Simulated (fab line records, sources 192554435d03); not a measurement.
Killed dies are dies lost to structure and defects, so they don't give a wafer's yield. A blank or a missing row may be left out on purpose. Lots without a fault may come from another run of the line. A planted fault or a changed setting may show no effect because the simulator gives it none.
Problem report in the 8D (eight disciplines) form, filled by code | flow n5_finfet | the parts of the form that need people (team, actions taken, sign-off) are left out

1. THE PROBLEM
strip_time_to_endpoint_s at N5_SDB_STRIP_22 reads a mean of 93.8 s on 6 wafers of 2 lots; wafers without a fault read 96.2 s with a standard deviation of 0.33. That is -7.4 standard deviations from the usual mean.
The step: strips in N2/H2.
First seen on wafer L876.3, day 7 00:52, on plasma_asher-02. The record holds 27 wafers of 9 lots with a number at this step. Rule for "out", or "out of limits": more than 4 standard deviations from the usual mean. The other wafers with a number count as sound.

2. WHAT IT IS AND WHAT IT IS NOT
question                    | is                       | is not
which readings at this step | strip_time_to_endpoint_s | drypump_motor_current_A, heater_power_w
which lots                  | L876, L877               | L866, L868, L873, L874, L882, L886, L887
which wafers of those lots  | all that have a number   | -
read on which tools         | plasma_asher-02          | plasma_asher-01
when                        | from day 7 00:52         | up to then (12 sound wafers); but 9 sound wafers of L882, L886, L887 came after

3. SUSPECTS, AND WHAT RULES EACH OUT
Counting: a tool at a process step up to the reading stays a suspect if it ran every lot that is out and no sound lot after the first of them.
- rie_diel-02 at N5_SDB_HM_OPEN_20 (chemistry CH3F/O2, target SiNx, stops on poly-Si, target depth 24 nm): ruled out as a lasting fault. Sound lots L882, L886, L887 ran on it after its first lot that is out, L876 (day 7 00:44).
- plasma_asher-02 at N5_SDB_STRIP_22 (strips in N2/H2): kept. It ran every lot that is out, first L876 (day 7 00:52), and no sound lot after that; its last sound lot up to then is L874 (day 6 05:46). Its own readings are out on those wafers: strip_time_to_endpoint_s.
Left after counting: plasma_asher-02 at N5_SDB_STRIP_22.

4. THE CAUSE (what the simulator had put in)
Process parameter drift: plasma_asher-02, from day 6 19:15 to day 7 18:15, at N5_SDB_STRIP_22. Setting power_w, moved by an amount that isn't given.
Counting left only this tool.

5. THE CHAIN OF EFFECTS, in route order
Each row: a reading whose mean over the struck wafers that have a number lies more than 3 standard deviations from the usual. Only readings for which the record gives a usual standard deviation are gone through. hours: the time from each lot's start at the first step in this table that gives one to its start at this step, as a median over the lots. sigmas: the change in usual standard deviations.
hours | step            | reading                  | usual  | on struck wafers | change | sigmas
0     | N5_SDB_STRIP_22 | strip_time_to_endpoint_s | 96.2 s | 93.8             | -2.4   | -7.4
The process steps in it:
- N5_SDB_STRIP_22: strips in N2/H2.
Later measuring or inspecting steps at which every struck wafer that the step has a row for has a number for every such reading, and none has moved that far: N5_DUMMY_REMOVAL_INSPECT_06, N5_BEOL_M4_RC_MEAS_101.

6. WHAT WOULD HAVE CAUGHT IT SOONER
In this record the first reading out of limits was taken at day 7 00:52, 6 hours after the fault began at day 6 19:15.
